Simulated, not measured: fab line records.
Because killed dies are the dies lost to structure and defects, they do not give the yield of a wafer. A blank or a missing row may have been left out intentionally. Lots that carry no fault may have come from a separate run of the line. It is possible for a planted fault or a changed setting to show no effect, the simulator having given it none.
Matching of chambers :: flow n5 finfet :: 4 sister chambers for N5_BEOL_M3_STRIP_19 on rie diel-04
The step strips in O2. 4 wafers are shown with their chamber, then 10 later ones without.

## WAFERS PAIRED WITH THEIR CHAMBERS
wafer: L084.2
chamber: 3
showerhead plenum p Torr (Torr): 2.02

wafer: L084.5
chamber: 0
showerhead plenum p Torr (Torr): 2.05

wafer: L088.1
chamber: 2
showerhead plenum p Torr (Torr): 1.99

wafer: L088.2
chamber: 1
showerhead plenum p Torr (Torr): 2.13

## WAFERS MISSING THEIR CHAMBER
wafer: L088.5
showerhead plenum p Torr (Torr): 2.05

wafer: L093.2
showerhead plenum p Torr (Torr): 2.13

wafer: L093.4
showerhead plenum p Torr (Torr): 2.04

wafer: L093.6
showerhead plenum p Torr (Torr): 2.04

wafer: L097.1
showerhead plenum p Torr (Torr): 2.01

wafer: L097.2
showerhead plenum p Torr (Torr): 2.04

wafer: L097.3
showerhead plenum p Torr (Torr): 2.12

wafer: L097.4
showerhead plenum p Torr (Torr): 1.99

wafer: L097.5
showerhead plenum p Torr (Torr): 2.04

wafer: L097.6
showerhead plenum p Torr (Torr): 2.12

## WHICH CHAMBER EACH WENT THROUGH
wafer: L088.5
from the rows above: 0
in truth: 0

wafer: L093.2
from the rows above: 1
in truth: 1

wafer: L093.4
from the rows above: can't be placed: 0 or 3
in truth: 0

wafer: L093.6
from the rows above: can't be placed: 0 or 3
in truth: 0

wafer: L097.1
from the rows above: can't be placed: 3 or 2
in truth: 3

wafer: L097.2
from the rows above: can't be placed: 0 or 3
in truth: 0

wafer: L097.3
from the rows above: 1
in truth: 1

wafer: L097.4
from the rows above: 2
in truth: 2

wafer: L097.5
from the rows above: can't be placed: 0 or 3
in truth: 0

wafer: L097.6
from the rows above: 1
in truth: 1
Placed correctly: 5 of 10. Unplaceable from these rows: 5, with the true chamber sitting among the candidates in 5. Wrongly placed: 0.
How it was worked out, from the rows above alone: a wafer's distance from a chamber is the root of the sum, over the readings, of the square of ((its reading less the chamber's mean) divided by the reading's scatter). The wafer belongs to the nearest chamber; if the next one is less than 2 further off, it can't be placed. For every chamber, the mean is computed from those of its wafers that are shown. The scatter: with one shown wafer a chamber, the root of the mean of the squares of how far each hidden wafer lies from its nearest shown one.
